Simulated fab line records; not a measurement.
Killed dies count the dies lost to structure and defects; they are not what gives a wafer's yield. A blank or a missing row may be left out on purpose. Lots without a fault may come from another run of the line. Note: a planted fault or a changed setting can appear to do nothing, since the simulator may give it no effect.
Chamber matching	flow n5-finfet	N5_BEOL_M0_SAQP_ALD_48 on ald-sin-03 has 3 sister chambers
The step deposits SiO2, target thk 20 nm, pulse time 1 s, co reactant pulse time 1 s. 3 wafers are shown with their chamber, then 4 later ones without.

EACH WAFER AND ITS CHAMBER
wafer	chamber	heater-power-w (W)
L088.3	0	78
L092.2	3	87
L092.3	1	71

WAFERS MISSING THEIR CHAMBER
wafer	heater-power-w (W)
L093.1	84
L093.6	84
L094.2	72
L094.5	78

THE CHAMBER EACH PASSED THROUGH
wafer	from the rows above	in truth
L093.1	can't be placed: 3 or 0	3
L093.6	can't be placed: 3 or 0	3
L094.2	1	1
L094.5	0	0
2 of 4 placed correctly. Cannot be placed on the basis of these rows: 2; the candidates contain the true chamber in 2. Number placed wrongly: 0.
How it was worked out, from the rows above alone: a wafer's distance from a chamber is the root of the sum, over the readings, of the square of ((its reading less the chamber's mean) divided by the reading's scatter). The wafer belongs to the nearest chamber; if the next one is less than 2 further off, it can't be placed. Each chamber's mean is taken over the wafers shown for it. The scatter: with one shown wafer a chamber, the root of the mean of the squares of how far each hidden wafer lies from its nearest shown one.
